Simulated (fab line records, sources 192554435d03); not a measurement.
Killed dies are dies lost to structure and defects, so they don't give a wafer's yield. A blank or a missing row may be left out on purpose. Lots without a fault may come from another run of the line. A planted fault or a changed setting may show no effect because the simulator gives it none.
Which tool did it? | flow n5_finfet | 11 lots, 33 wafers sampled, at 1 step of a route of 1938

WHAT THE GAUGES READ, wafer by wafer
N5_BEOL_M10_INSPECT_58: inspects for defects (darkfield).
lot  | measured     | on                | raw_defect_count
L197 | day 10 00:25 | defect_inspect-01 | 47 40 30
L199 | day 10 05:43 | defect_inspect-02 | 71 65 90
L201 | day 11 07:28 | defect_inspect-01 | 67 86 125
L203 | day 12 04:10 | defect_inspect-01 | 85 96 52
L206 | day 12 07:02 | defect_inspect-01 | 42 48 63
L207 | day 13 03:46 | defect_inspect-01 | 60 49 52
L211 | day 13 15:49 | defect_inspect-01 | 82 83 51
L210 | day 13 23:03 | defect_inspect-01 | 58 46 91
L214 | day 14 14:22 | defect_inspect-02 | 87 39 54
L216 | day 15 08:43 | defect_inspect-01 | 65 104 65
L220 | day 15 20:26 | defect_inspect-01 | 79 40 88

WHICH TOOL RAN EACH LOT (tool, then ch and the chambers of the sampled wafers, then the start)
The record holds no process step before these readings.

WHAT THE TOOLS THEMSELVES READ (means of the sampled wafers that have a number; where no wafer has one, the mark that the record gives instead)
The record holds no such reading with a usual standard deviation.

THE ANSWER, worked out from the rows above alone
Rule: what is usual is taken from the lots themselves. Put in order of their means at a reading, lots are off if they are a third of the lots or fewer, leave a main group of 4 or more, and stand apart from it by a gap of 3 or more times the standard deviation of the main group's means; of several such gaps the widest counts. A main group whose means are all the same, to the digits that the tables above print for the reading, isn't used. A lot without any number at a reading at which 4 lots or more have one is off too. The other lots that the step has rows for count as sound. The gauges are gone through in route order, then the tools' own readings, and for those a lot's mean is taken as printed above. The first step at which some lot is off is used, and at that step the reading that is off furthest; a lot without a number counts as furthest.
No lot is off at any reading shown: from this, nothing can be told.

WHAT THE SIMULATOR HAD PUT IN
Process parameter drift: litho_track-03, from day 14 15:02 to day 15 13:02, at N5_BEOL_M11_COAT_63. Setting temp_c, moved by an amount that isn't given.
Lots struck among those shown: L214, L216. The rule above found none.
